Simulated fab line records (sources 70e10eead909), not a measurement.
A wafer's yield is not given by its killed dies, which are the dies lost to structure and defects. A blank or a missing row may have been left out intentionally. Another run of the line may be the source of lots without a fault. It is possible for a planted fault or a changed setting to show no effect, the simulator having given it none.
Matching of chambers -- flow nand_harc -- 3 sister chambers for NHARC_P_M0_PRE_CLEAN_31 on pecvd-04
The step time 12 s. 3 wafers are shown with their chamber, then 8 later ones without.

WAFERS, EACH WITH ITS CHAMBER
wafer,chamber,heater_power_w (W)
L082.4,2,587
L083.6,1,724
L085.3,0,565

WAFERS WITHOUT THEIR CHAMBER
wafer,heater_power_w (W)
L085.4,654
L085.5,560
L094.1,601
L094.2,489
L094.5,606
L096.2,610
L096.3,585
L096.4,634

EACH ONE'S CHAMBER
wafer,from the rows above,in truth
L085.4,can't be placed: 2 or 1 or 0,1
L085.5,can't be placed: 0 or 2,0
L094.1,can't be placed: 2 or 0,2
L094.2,can't be placed: 0 or 2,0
L094.5,can't be placed: 2 or 0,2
L096.2,can't be placed: 2 or 0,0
L096.3,can't be placed: 2 or 0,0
L096.4,can't be placed: 2 or 0 or 1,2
0 of 8 placed correctly. Unplaceable from these rows: 8, with the true chamber sitting among the candidates in 8. Placed wrongly: 0.
How it was worked out, from the rows above alone: a wafer's distance from a chamber is the root of the sum, over the readings, of the square of ((its reading less the chamber's mean) divided by the reading's scatter). If the next closest chamber is less than 2 further off than the closest, the wafer can't be placed; otherwise it belongs to the closest. For every chamber, the mean is computed from those of its wafers that are shown. The scatter: with one shown wafer a chamber, the root of the mean of the squares of how far each hidden wafer lies from its nearest shown one.
